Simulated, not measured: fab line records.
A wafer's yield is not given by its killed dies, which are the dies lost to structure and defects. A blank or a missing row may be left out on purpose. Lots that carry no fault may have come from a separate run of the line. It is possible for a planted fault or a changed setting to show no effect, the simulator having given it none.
Problem report in the 8D (eight disciplines) form, filled by code -- flow n5-finfet -- the parts of the form that need people (team, actions taken, sign-off) are left out

## 1. THE ISSUE
Wafers with no fault read 185.0 W with a standard deviation of 0.51, whereas bias-w at N5_BEOL_M11_TRENCH_ETCH_37 reads a mean of 157.6 W on 1 wafer of 1 lot. Relative to the usual mean, that is a shift of -54 standard deviations.
The step: etches SiCOH lowk in C4F6/O2, target depth 148.83 nm, time 48 s.
Earliest sighting: wafer L959.4 on rie-diel-06 at day 14 16:28. The record has a number at this step for 27 wafers belonging to 9 lots. Rule for "out" (also "out of limits"): further than 4 standard deviations from the usual mean. All remaining wafers that have a number are taken as sound.

## 2. WHAT IT IS, WHAT IT ISN'T
question,is,is not
which readings at this step,"bias-w, rf-vpp-V","chamber-pressure-mTorr, drypump-motor-current-A, oes_o_777_au, oes-product-au, rf-fwd-power-W, showerhead-plenum-p-Torr, throttle-valve-pct"
which lots,L959,"L943, L946, L949, L953, L956, L958, L963, L964"
which wafers of those lots,L959.4,"L959.1, L959.3"
read on which tools,rie-diel-06,"rie-diel-01, rie-diel-03"
when,from day 14 16:28,"up to then (20 sound wafers); but 6 sound wafers of L963, L964 came after"

## 3. SUSPECTS, AND WHAT RULES EACH OUT
Counting: any tool at a process step up to the reading remains a suspect provided it ran every lot that is out. Sound lots after the first of them don't rule it out here, since some wafers of a struck lot are sound.
- rie-diel-02 at N5_BEOL_M10_ETCH_41 (etches SiCN in CH3F/O2, target depth 42.6 nm, time 86 s): kept. It ran the lot that is out, L959 (day 14 16:28); its last sound lot up to then is L949 (day 11 21:40). Because N5_BEOL_M10_ETCH_41 lacks a start for some lots, the hours and order of its lots are taken from N5_BEOL_M11_TRENCH_ETCH_37.
- rie-diel-02 at N5_BEOL_M10_STRIP_77 (strips in N2/H2, time 10 s): kept. It ran the lot that is out, L959 (day 14 16:28); its last sound lot up to then is L949 (day 11 21:40). Because N5_BEOL_M10_STRIP_77 lacks a start for some lots, the hours and order of its lots are taken from N5_BEOL_M11_TRENCH_ETCH_37.
- rie-diel-06 at N5_BEOL_M11_TRENCH_ETCH_37 (etches SiCOH lowk in C4F6/O2, target depth 148.83 nm, time 48 s): kept. It ran the lot that is out, L959 (day 14 16:28); its last sound lot up to then is L953 (day 13 00:46). Out on those wafers are its own readings of bias-w, rf-vpp-V.
- At N5_BEOL_M11_TRENCH_ETCH_37, inside rie-diel-06: chamber 2 took the wafers that are out, while their sound lot-mates went through chambers 0, 1.
Left after counting: rie-diel-02 at N5_BEOL_M10_ETCH_41, rie-diel-02 at N5_BEOL_M10_STRIP_77, rie-diel-06 at N5_BEOL_M11_TRENCH_ETCH_37.

## 4. THE CAUSE (what the simulator had put in)
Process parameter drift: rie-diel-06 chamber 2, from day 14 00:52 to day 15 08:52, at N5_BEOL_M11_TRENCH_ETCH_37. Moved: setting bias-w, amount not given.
3 suspects survive the count, and this tool is in that group.

## 5. SEQUENCE OF EFFECTS, ordered by route
Each row: a reading whose mean over the struck wafers that have a number lies more than 3 standard deviations from the usual. Only readings for which the record gives a usual standard deviation are gone through. hours: the time from each lot's start at the first step in this table that gives one to its start at this step, as a median over the lots. sigmas: the change in usual standard deviations.
hours,step,reading,usual,on struck wafers,change,sigmas
0,N5_BEOL_M11_TRENCH_ETCH_37,bias-w,185.0 W,157.6,-27.4,-54
0,N5_BEOL_M11_TRENCH_ETCH_37,rf-vpp-V,662 V,576,-86,-9.7
Its process steps:
- N5_BEOL_M11_TRENCH_ETCH_37: etches SiCOH lowk in C4F6/O2, target depth 148.83 nm, time 48 s.

## 6. HOW IT WOULD HAVE BEEN CAUGHT EARLIER
The fault began at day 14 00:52; the first out-of-limits reading in this record came at day 14 16:28, 16 hours later.
